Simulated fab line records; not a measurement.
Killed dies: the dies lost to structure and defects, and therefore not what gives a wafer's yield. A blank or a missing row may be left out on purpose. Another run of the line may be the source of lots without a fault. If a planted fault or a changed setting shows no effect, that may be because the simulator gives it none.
Comparing a struck lot with a sound one :: flow n5-finfet :: 14 out of 1938 route steps
Sound: these wafers, L299.1, L299.2, L299.3. Wafers L291.2, L291.4, L291.5 were the ones struck. The cause is given at the end.
At each step with rows: each side's tool, then ch and its chambers, then its first start. Under that, the readings that differ: sound wafers :: struck wafers :: difference of the means :: sigmas: that difference in standard deviations of wafers without a fault.
alike: words and numbers the same on both sides, and readings whose means are apart by under 2 such deviations; not compared: readings that were withheld, readings missing a value for some wafer, numbers with overlapping values and no deviation given by the record, and bounds like >300 which may hide the same value.
Wherever a step has rows on one side only, a row that says differs or no value, or a row with sigmas, the two part there. Numbers that don't overlap but have no deviation are shown without sigmas and don't part them. A reading missing from all wafers of one side parts the sides only when that side holds two or more wafers.

N5_BEOL_M12_CMP_49: polishes, stops on SiOC, t overpolish 20.6 s, target thk 320 nm.
  sound on cmp-03 ch 0,1,2, day 15 03:23; struck on cmp-03 ch 0,2, day 12 15:28
reading: barrier-field-endpoint-s (s)
sound: 29.9 30.6 29.7
struck: 32.2 31.2 31.9
difference: +1.7
sigmas: +3
  alike: clearing-platen-rpm, motor-current-A, overpolish-run-s, retaining-ring-pressure-frac, slurry-flow-ml-min
N5_BEOL_M12_THK_MEAS_50: measures by xrf.
  sound: film-metro-01 at day 15 03:38; struck: film-metro-01 at day 12 15:46
  alike: M12_THK
then, 1 step without rows for these wafers: N5_BEOL_M12_PRE_CLEAN_52 (time 15 s).
N5_BEOL_M12_DEP_53: deposits SiCN from 3MS/NH3, target thk 30 nm, time 10.5 s.
  sound on pecvd-01 ch 0,1,2, day 15 03:42; struck on pecvd-01 ch 1,2, day 12 15:49
  alike: rf-fwd-power-W, showerhead-plenum-p-Torr, throttle-valve-pct
N5_BEOL_M12_RS_MEAS_54: a four-point-probe measurement.
  sound: film-metro-01 at day 15 03:46; struck: film-metro-02 at day 12 15:53
  alike: M12_RS
N5_BEOL_M12_INSPECT_55: inspects for defects (darkfield).
  sound: defect-inspect-02 at day 15 03:47; struck: defect-inspect-01 at day 12 15:55
  alike: raw-defect-count
N5_BEOL_M13_ILD_DEP_00: deposits SiOC from DEMS/O2, target thk 837.92 nm, time 166.4 s.
  sound on pecvd-03 ch 0,1,2, day 15 03:50; struck on pecvd-01 ch 0,1, day 12 15:56
  alike: heater-power-w, rf-fwd-power-W, showerhead-plenum-p-Torr, throttle-valve-pct
N5_BEOL_M13_THK_MEAS_01:
  sound: film-metro-01 at day 15 03:59; struck: film-metro-02 at day 12 16:06
  alike: M13_ILD_THK
then, 4 steps without rows for these wafers: N5_BEOL_M13_COAT_58 (time 60 s, resist thk 89 nm); N5_BEOL_M13_COAT_04 (resist thk 400 nm); N5_BEOL_M13_EBR_06; N5_BEOL_M13_SOFTBAKE_05 (time 60 s).
N5_BEOL_M13_EXPOSE_07: exposes mask V12.
  sound on krf-scanner-02 ch 0, day 15 04:07; struck on krf-scanner-01, day 12 16:22
  no value came back on the struck wafers for exposure-dose-mJ-cm2, focus-offset-nm (nm); on the sound wafers exposure-dose-mJ-cm2 reads 24.782 24.739 24.784
  alike: mask
then, 1 step without rows for these wafers: N5_BEOL_M13_PEB_08 (peb time 90 s).

## WHERE THEY PART
Last at N5_BEOL_M13_EXPOSE_07 as far as this record goes, first at N5_BEOL_M12_CMP_49.

WHY: what the simulator had put in
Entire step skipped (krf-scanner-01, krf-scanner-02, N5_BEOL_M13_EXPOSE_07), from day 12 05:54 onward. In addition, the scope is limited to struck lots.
